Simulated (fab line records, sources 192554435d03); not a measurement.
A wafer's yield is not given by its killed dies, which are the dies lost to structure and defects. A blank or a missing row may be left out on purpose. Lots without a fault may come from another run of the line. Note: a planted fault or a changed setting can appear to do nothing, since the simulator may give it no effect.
fab line records	flow n5-finfet
record lots=10	wafers=30	last-day=18
route steps=1938 shown BEOL_M1@815 BEOL_M2@842 BEOL_M4@1111
lots that met no fault: taken from a fault-free run of the same line
start-h: start of the lot's first displayed wafer, in hours after the record's first day	wait-h: hours from the lot's prior step to this one	" identical to the entry in the row above	L1.1+2: several wafers, shown together as one row	- no value, or no start given	* or withheld: withheld	< > ~ a bound
route shown NAME@n: a module of which the file shows steps, and the number in the route of the first	usual: mean and standard deviation over wafers with no fault	same: alike in all rows	chamber/n: place in a boat	sites: readings site by site	_std_site: their standard deviation	_edge_site: the outer-site mean with the inner-site mean subtracted	radius-mm: for every site, how far away it sits from the centre of the wafer	mask NAME#n: copy n	behind: tool/chamber where the wafer was last shaped	hold: reason for holding the lot/hours on hold/outcome of the hold	device: transistor that didn't switch, given as n, p or np	end of line: tests run on the same wafers once the route is complete	a step given without rows: its recipe and nothing more	killed: not the wafer's yield, but the dies lost to structure and defects at the first sort	map: shows each die of a wafer: x if killed, . if not, _ if none is there
set.NAME: the run value of the setting; set.NAME@STEP: its run value at that earlier step	model.NAME: the simulator's own value behind a step, which no gauge read
the route's steps for a sample of lots (tables are steps, rows are wafers)
services: a tool's chamber out of use, with start hour (start-h, from the record's first day; less than 0 if before it), hours out, and reason
## steps
# step N5_BEOL_M1_ANNEAL_49
# recipe temp-c=400	time-s=240	ambient=vacuum
# usual heater-power-w=857/77
lot.wafer	tool	chamber	start-h	wait-h	heater-power-w
L167.1	pvd-sputter-02	-	125.00	0.0	1036
L167.4	"	-	"	"	921
L167.5	"	-	"	"	806
L171.2	pvd-sputter-02	-	154.42	0.0	1053
L171.4	"	-	"	"	861
L171.6	"	-	"	"	795
L172.3	pvd-sputter-01	-	158.43	0.0	802
L172.4	"	-	"	"	878
L172.6	"	-	"	"	841
L175.2	pvd-sputter-03	-	179.93	0.0	859
L175.4	"	-	"	"	743
L175.6	"	-	"	"	851
L177.2	pvd-sputter-01	-	191.70	0.0	921
L177.4	"	-	"	"	842
L177.5	"	-	"	"	790
L179.2	pvd-sputter-02	-	204.91	0.0	829
L179.3	"	-	"	"	1022
L179.6	"	-	"	"	862
L180.1	pvd-sputter-03	-	205.16	0.0	842
L180.3	"	-	"	"	768
L180.6	"	-	"	"	753
L181.1	pvd-sputter-03	-	217.57	0.0	863
L181.4	"	-	"	"	738
L181.6	"	-	"	"	844
L183.1	pvd-sputter-03	-	223.23	0.0	728
L183.3	"	-	"	"	758
L183.4	"	-	"	"	858
L190.1	pvd-sputter-01	-	280.28	0.0	845
L190.3	"	-	"	"	835
L190.5	"	-	"	"	802
# step N5_BEOL_M1_SPUTTER_88
# recipe material=Cu	target-thk-a=45	temp-c=-20	chamber-pressure-pa=0.07	power-w=withheld	time-s=8.29
# usual throttle-valve-pct=29.8/0.76
lot.wafer	tool	chamber	start-h	wait-h	throttle-valve-pct
L167.1	pvd-sputter-02	-	125.80	0.1	31.2
L167.4	"	-	"	"	30.1
L167.5	"	-	"	"	29.0
L171.2	pvd-sputter-02	-	155.22	0.1	31.4
L171.4	"	-	"	"	28.5
L171.6	"	-	"	"	29.3
L172.3	pvd-sputter-01	-	159.23	0.1	29.5
L172.4	"	-	"	"	29.8
L172.6	"	-	"	"	30.2
L175.2	pvd-sputter-03	-	180.73	0.1	29.1
L175.4	"	-	"	"	29.8
L175.6	"	-	"	"	29.2
L177.2	pvd-sputter-01	-	192.50	0.1	29.9
L177.4	"	-	"	"	29.8
L177.5	"	-	"	"	29.4
L179.2	pvd-sputter-02	-	205.71	0.1	29.3
L179.3	"	-	"	"	31.4
L179.6	"	-	"	"	28.6
L180.1	pvd-sputter-03	-	205.96	0.1	29.1
L180.3	"	-	"	"	30.8
L180.6	"	-	"	"	30.6
L181.1	pvd-sputter-03	-	218.37	0.1	29.4
L181.4	"	-	"	"	29.2
L181.6	"	-	"	"	28.8
L183.1	pvd-sputter-03	-	224.03	0.1	29.5
L183.3	"	-	"	"	30.7
L183.4	"	-	"	"	29.1
L190.1	pvd-sputter-01	-	281.08	0.1	30.3
L190.3	"	-	"	"	29.5
L190.5	"	-	"	"	29.5
# step N5_BEOL_M1_CMP_52
# recipe stop-on=SiOC	t-overpolish-s=6.8	down-force-psi=1	platen-rpm=50	clearing-platen-down-force-psi=1.5	clearing-platen-rpm=50	post-cmp-clean=cu-alkaline	target-thk-nm=40	clearing-platen-pad-velocity-m-s=0.99484	pad-velocity-m-s=0.99484
# usual barrier-field-endpoint-s=24.9/0.54	head-pressure-psi=1.0000/0.0023	motor-current-A=5.8/0.69	overpolish-run-s=6.799/0.0094	slurry-flow-ml-min=150.0/0.45	time-to-endpoint-s=63.5/2.9
lot.wafer	tool	chamber	start-h	wait-h	barrier-field-endpoint-s	head-pressure-psi	motor-current-A	overpolish-run-s	slurry-flow-ml-min	time-to-endpoint-s
L167.1	cmp-02	1	127.29	0.3	24.9	0.9994	4.9	6.806	149.8	63.9
L167.4	"	2	"	"	25.4	1.0000	5.6	6.796	149.5	65.2
L167.5	"	2	"	"	25.2	1.0004	5.7	6.806	149.3	64.6
L171.2	cmp-02	0	159.28	0.2	25.4	1.0019	6.5	6.787	150.6	62.2
L171.4	"	1	"	"	25.5	1.0017	5.0	6.798	150.6	61.3
L171.6	"	1	"	"	25.8	1.0007	5.1	6.817	150.3	62.1
L172.4	cmp-01	0	163.75	0.1	25.5	0.9999	6.2	6.800	149.5	66.4
L172.3	"	2	"	"	24.1	1.0004	5.7	6.788	150.0	60.1
L172.6	"	0	"	"	24.7	1.0023	6.0	6.795	150.0	61.6
L175.2	cmp-02	0	186.35	0.2	24.9	1.0005	6.7	6.802	149.9	66.2
L175.4	"	2	"	"	26.3	0.9997	5.4	6.782	150.1	69.1
L175.6	"	0	"	"	26.0	0.9975	6.9	6.813	149.3	69.4
L177.2	cmp-02	0	196.53	0.2	24.5	0.9982	6.6	6.800	150.1	66.8
L177.4	"	3	"	"	25.7	1.0008	5.7	6.801	149.4	69.4
L177.5	"	1	"	"	26.5	1.0013	5.4	6.808	150.1	69.9
L179.2	cmp-02	2	208.71	0.3	26.0	0.9995	5.5	6.796	150.5	67.8
L179.3	"	0	"	"	24.5	0.9991	6.5	6.773	149.7	62.5
L179.6	"	1	"	"	25.5	1.0008	5.1	6.791	150.1	64.9
L180.3	cmp-02	0	210.39	0.2	21.3	1.1699	7.1	6.808	150.6	65.6
L180.1	"	3	"	"	21.2	1.1706	6.2	6.782	148.9	66.1
L180.6	"	0	"	"	21.1	1.1708	7.0	6.796	150.7	64.5
L181.1	cmp-02	3	221.99	0.3	20.9	1.1791	5.8	6.798	149.6	64.3
L181.4	"	1	"	"	21.9	1.1733	5.9	6.797	150.2	65.5
L181.6	"	3	"	"	21.9	1.1727	6.2	6.796	149.4	67.0
L183.3	cmp-04	0	226.99	0.2	25.0	1.0032	7.4	6.793	149.7	62.5
L183.1	"	1	"	"	24.6	0.9977	5.1	6.805	149.7	62.0
L183.4	"	3	"	"	24.3	0.9989	5.1	6.793	150.3	59.6
L190.1	cmp-02	2	282.57	0.3	24.4	0.9955	5.4	6.800	149.7	65.1
L190.3	"	3	"	"	24.4	1.0017	6.0	6.799	150.6	64.1
L190.5	"	1	"	"	25.1	0.9981	5.3	6.780	149.6	66.2
# step N5_BEOL_M2_THK_MEAS_01
# recipe reads=SiOC_of_BEOL_M2_ILD_DEP_00
# usual M2_ILD_THK=78.7/0.97
lot.wafer	tool	chamber	start-h	wait-h	M2_ILD_THK[nm]
L167.1	film-metro-02	-	127.98	0.0	77.6
L167.4	"	-	"	"	78.4
L167.5	"	-	"	"	77.9
L171.2	film-metro-02	-	159.97	0.1	78.3
L171.4	"	-	"	"	80.1
L171.6	"	-	"	"	80.5
L172.3	film-metro-02	-	164.44	0.1	79.3
L172.4	"	-	"	"	79.6
L172.6	"	-	"	"	79.9
L175.2	film-metro-02	-	187.00	0.1	78.3
L175.4	"	-	"	"	80.0
L175.6	"	-	"	"	78.6
L177.2	film-metro-01	-	197.28	0.1	77.7
L177.4	"	-	"	"	79.6
L177.5	"	-	"	"	79.2
L179.2	film-metro-01	-	209.38	0.1	77.4
L179.3	"	-	"	"	78.1
L179.6	"	-	"	"	78.0
L180.1	film-metro-01	-	211.15	0.1	78.6
L180.3	"	-	"	"	79.2
L180.6	"	-	"	"	78.8
L181.1	film-metro-02	-	222.68	0.0	77.9
L181.4	"	-	"	"	78.9
L181.6	"	-	"	"	78.3
L183.1	film-metro-02	-	227.72	0.1	77.7
L183.3	"	-	"	"	78.5
L183.4	"	-	"	"	79.8
L190.1	film-metro-02	-	283.26	0.0	78.4
L190.3	"	-	"	"	77.8
L190.5	"	-	"	"	79.0
# step N5_BEOL_M4_RC_MEAS_101
# usual DIBL_N=35.7/1.3	DIBL_P=35.4/1.8	IOFF_N=0.152/0.027	IOFF_P=0.20/0.034	ION_N=672/9.8	ION_P=461/7.5	SS_N=71.4/0.55	SS_P=73.1/0.61	VT_N=251/3.3	VT_P=-251/3.6
lot.wafer	tool	chamber	start-h	wait-h	DIBL_N[mV/V]	DIBL_P[mV/V]	IOFF_N[nA/um]	IOFF_P[nA/um]	ION_N[uA/um]	ION_P[uA/um]	SS_N[mV/dec]	SS_P[mV/dec]	VT_N[mV]	VT_P[mV]
L167.1	prober-02	0	162.74	0.0	37.2	39.2	0.199	0.27	681	469	72.2	74.2	247	-244
L167.4	"	0	"	"	35.0	38.2	0.160	0.24	672	465	71.1	73.9	248	-246
L167.5	"	0	"	"	35.2	36.6	0.161	0.22	684	467	71.0	73.7	248	-247
L171.2	prober-01	0	191.24	0.2	35.8	36.2	0.162	0.18	676	452	71.3	73.1	253	-258
L171.4	"	0	"	"	36.4	37.6	0.186	0.19	688	469	71.3	73.7	246	-252
L171.6	"	0	"	"	36.6	37.3	0.188	0.19	673	453	72.3	73.8	251	-253
L172.3	prober-02	0	194.45	0.3	35.6	36.1	0.174	0.24	679	472	71.7	73.4	247	-243
L172.4	"	0	"	"	38.0	39.5	0.237	0.32	694	484	72.4	73.6	243	-242
L172.6	"	0	"	"	37.0	37.8	0.203	0.27	691	481	71.8	73.5	243	-243
L175.2	prober-02	0	218.47	0.6	33.7	32.3	0.114	0.16	666	458	70.7	72.2	256	-253
L175.4	"	0	"	"	35.1	34.0	0.131	0.19	674	463	71.6	72.7	255	-253
L175.6	"	0	"	"	33.6	32.7	0.112	0.17	666	467	72.0	72.5	255	-255
L177.2	prober-02	0	227.33	0.2	37.7	38.4	0.186	0.26	680	466	72.5	74.4	250	-245
L177.4	"	0	"	"	35.7	35.6	0.148	0.22	662	463	71.3	73.1	250	-248
L177.5	"	0	"	"	34.8	34.8	0.139	0.21	677	465	70.7	73.3	250	-248
L179.2	prober-02	0	240.16	0.2	35.2	34.3	0.139	0.16	649	445	71.2	73.1	252	-256
L179.3	"	0	"	"	34.1	33.3	0.125	0.15	659	449	70.1	73.0	251	-256
L179.6	"	0	"	"	35.6	35.7	0.146	0.17	653	445	71.2	73.2	254	-256
L180.1	prober-02	0	241.33	0.2	34.1	33.8	0.115	0.16	656	450	71.3	72.5	254	-253
L180.3	"	0	"	"	35.7	35.6	0.138	0.18	673	454	72.0	72.6	254	-255
L180.6	"	0	"	"	36.3	36.0	0.146	0.19	661	452	71.7	73.2	253	-254
L181.1	prober-01	0	260.59	0.0	36.5	35.6	0.155	0.21	667	460	71.5	73.4	252	-252
L181.4	"	0	"	"	36.3	37.1	0.163	0.23	668	465	71.2	72.8	250	-247
L181.6	"	0	"	"	35.8	35.7	0.149	0.20	663	460	71.9	72.5	250	-248
L183.1	prober-01	0	261.82	0.0	35.0	34.7	0.129	0.19	657	458	71.1	73.4	253	-250
L183.3	"	0	"	"	34.2	32.8	0.116	0.16	658	456	71.4	72.4	257	-252
L183.4	"	0	"	"	34.6	33.7	0.115	0.17	653	453	70.1	72.1	256	-250
L190.1	prober-02	0	318.48	0.0	34.8	33.5	0.121	0.19	674	459	70.5	73.0	254	-252
L190.3	"	0	"	"	33.8	32.4	0.104	0.17	653	457	70.8	72.3	259	-253
L190.5	"	0	"	"	35.4	34.7	0.132	0.20	668	467	71.3	73.0	252	-249
## services
tool	chamber	start-h	hours	kind
cmp-04	-	106.85	0.5	repair
cmp-04	-	134.00	4.0	pm
cmp-04	-	138.00	-	consumable-replace:conditioner
cmp-04	-	138.00	-	consumable-replace:pad
cmp-01	-	148.41	7.1	pm
cmp-02	-	163.29	4.1	repair
cmp-02	-	198.41	1.0	repair
cmp-04	-	203.01	6.4	repair
cmp-01	-	212.81	3.1	repair
cmp-01	-	230.95	9.8	pm
cmp-02	-	258.91	4.0	pm
cmp-02	-	262.91	-	consumable-replace:conditioner
cmp-02	-	262.91	-	consumable-replace:pad
cmp-02	-	277.43	2.4	repair
## key
first-sign step=N5_BEOL_M1_CMP_52	reading=head-pressure-psi	direction=up	sigmas=76	usual=1.0000	struck=1.1727
effect step=N5_BEOL_M1_CMP_52	reading=barrier-field-endpoint-s	direction=down	sigmas=6.5	usual=24.9	struck=21.4
met-at N5_BEOL_M1_CMP_52
struck-lots L180,L181
not-acting-at N5_BEOL_M1_ANNEAL_49,N5_BEOL_M1_SPUTTER_88,N5_BEOL_M2_THK_MEAS_01
onset-between 208.71 210.39
fault kind=process-parameter-drift	tool=cmp-02	chamber=-	onset-h=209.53	steps=N5_BEOL_M1_CMP_52	channel=down-force-psi	offset=0.17305	shape=step	end-h=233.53	acts-in=these-recipes-only	stated=1
